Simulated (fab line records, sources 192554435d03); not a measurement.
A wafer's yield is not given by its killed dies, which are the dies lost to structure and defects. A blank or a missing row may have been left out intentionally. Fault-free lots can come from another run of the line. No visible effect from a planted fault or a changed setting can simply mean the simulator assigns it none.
Matching of chambers    flow n5Finfet    pecvd-01 running N5_BEOL_M14_DEP_53: 3 sister chambers
The step deposits SiCN from 3MS/NH3, target thk 50 nm, time 17.8 s. 6 wafers are shown with their chamber, then 7 later ones without.

== WAFERS, EACH WITH ITS CHAMBER ==
wafer   chamber  showerheadPlenumPTorr (Torr)  throttleValvePct (%)
L080.1  0        4.125                         18.6
L080.6  0        4.122                         18.8
L085.3  1        4.172                         18.2
L085.5  2        4.192                         17.2
L086.1  2        4.184                         17.1
L086.3  1        4.175                         17.9

== WAFERS WITHOUT THEIR CHAMBER ==
wafer   showerheadPlenumPTorr (Torr)  throttleValvePct (%)
L086.5  4.121                         18.8
L092.1  4.132                         18.9
L092.3  4.177                         17.3
L092.4  4.185                         17.4
L097.4  4.182                         18.2
L097.5  4.124                         18.6
L097.6  4.185                         17.3

== EACH ONE'S CHAMBER ==
wafer   from the rows above      in truth
L086.5  0                        0
L092.1  0                        0
L092.3  can't be placed: 2 or 1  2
L092.4  2                        2
L097.4  1                        1
L097.5  0                        0
L097.6  2                        2
6 of 7 placed correctly. These rows do not allow placing 1 (true chamber among the candidates in 1). 0 placed wrongly.
How it was worked out, from the rows above alone: a wafer's distance from a chamber is the root of the sum, over the readings, of the square of ((its reading less the chamber's mean) divided by the reading's scatter). The wafer belongs to the nearest chamber; if the next one is less than 2 further off, it can't be placed. The mean given for a chamber averages the wafers shown for that chamber. The scatter: take each reading less its chamber's mean, square it, sum over the shown wafers, divide by the number of wafers less the number of chambers, and take the root.
